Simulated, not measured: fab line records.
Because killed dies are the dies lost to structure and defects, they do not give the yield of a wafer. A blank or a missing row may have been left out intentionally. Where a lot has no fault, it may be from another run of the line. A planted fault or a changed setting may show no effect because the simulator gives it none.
Chamber matching    flow nand_harc    NHARC_P_BONDPAD_STRIP_15 on rie_diel-06 has 3 sister chambers
The step strips in O2. 14 wafers are shown with their chamber, then 4 later ones without.

== WAFERS PAIRED WITH THEIR CHAMBERS ==
wafer   chamber  showerhead_plenum_p_Torr (Torr)  drypump_motor_current_A (A)  oes_product_au (a.u.)
L250.3  0        3.35                             5.0                          1.006
L250.4  0        3.35                             5.0                          1.018
L250.6  2        3.33                             6.5                          1.014
L255.1  0        3.35                             5.0                          1.009
L255.5  2        3.33                             6.5                          1.013
L255.6  1        3.62                             5.7                          1.001
L257.1  0        3.34                             5.0                          1.007
L257.3  2        3.33                             6.6                          1.021
L257.6  0        3.34                             5.0                          1.013
L259.2  1        3.62                             5.7                          0.984
L259.4  0        3.34                             5.0                          1.013
L259.6  2        3.33                             6.5                          1.016
L270.1  2        3.33                             6.5                          1.005
L270.2  0        3.34                             5.0                          1.021

SIGNATURES (averages over the wafers above)
reading                   chamber 0  chamber 1  chamber 2  scatter within a chamber
showerhead_plenum_p_Torr  3.3443     3.6200     3.3300     0.00395
drypump_motor_current_A   5.000      5.700      6.520      0.027
oes_product_au            1.01243    0.99250    1.01380    0.00652
Rule: a wafer lies at a distance from a chamber equal to the root of the sum of squares, over the readings, of (its reading less the chamber's mean, divided by the reading's scatter). If the next closest chamber is less than 2 further off than the closest, the wafer can't be placed; otherwise it belongs to the closest. The scatter: take each reading less its chamber's mean, square it, sum over the shown wafers, divide by the number of wafers less the number of chambers, and take the root.

== WAFERS MISSING THEIR CHAMBER ==
wafer   showerhead_plenum_p_Torr (Torr)  drypump_motor_current_A (A)  oes_product_au (a.u.)
L271.4  3.33                             6.5                          1.004
L271.6  3.34                             5.0                          1.005
L273.2  3.33                             6.5                          1.016
L273.3  3.34                             5.0                          1.001

== WHICH CHAMBER EACH WENT THROUGH ==
wafer   from the rows above  in truth
L271.4  2                    2
L271.6  0                    0
L273.2  2                    2
L273.3  0                    0
Placed correctly: 4 of 4. Number that these rows cannot place: 0. Placed wrongly: 0.
